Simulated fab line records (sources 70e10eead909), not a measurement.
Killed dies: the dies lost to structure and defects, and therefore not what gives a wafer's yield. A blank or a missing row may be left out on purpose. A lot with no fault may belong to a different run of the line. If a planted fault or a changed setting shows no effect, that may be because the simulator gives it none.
Matching of chambers | flow nand-harc | NHARC_A_STAIRCASE_DESCUM_270 on rie-diel-04: 4 sister chambers
The step chemistry O2, time 3 s. 4 wafers are shown with their chamber, then 7 later ones without.

WAFERS, EACH WITH ITS CHAMBER
wafer  | chamber | showerhead-plenum-p-Torr (Torr)
L079.6 | 1       | 2.05
L081.4 | 0       | 1.85
L083.1 | 2       | 1.88
L083.5 | 3       | 2.07

WAFERS WHOSE CHAMBER IS MISSING
wafer  | showerhead-plenum-p-Torr (Torr)
L083.6 | 1.85
L094.2 | 1.84
L094.3 | 2.06
L094.4 | 2.03
L096.1 | 1.87
L096.2 | 1.84
L096.5 | 1.87

CHAMBER TAKEN BY EACH
wafer  | from the rows above     | in truth
L083.6 | 0                       | 0
L094.2 | 0                       | 0
L094.3 | can't be placed: 3 or 1 | 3
L094.4 | can't be placed: 1 or 3 | 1
L096.1 | can't be placed: 2 or 0 | 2
L096.2 | 0                       | 0
L096.5 | can't be placed: 2 or 0 | 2
3 of 7 placed correctly. Unplaceable from these rows: 4, with the true chamber sitting among the candidates in 4. Number placed wrongly: 0.
How it was worked out, from the rows above alone: a wafer's distance from a chamber is the root of the sum, over the readings, of the square of ((its reading less the chamber's mean) divided by the reading's scatter). If the next closest chamber is less than 2 further off than the closest, the wafer can't be placed; otherwise it belongs to the closest. The mean given for a chamber averages the wafers shown for that chamber. The scatter (one wafer shown for each chamber): square how far every hidden wafer sits from the nearest shown wafer, average those squares and take the square root.
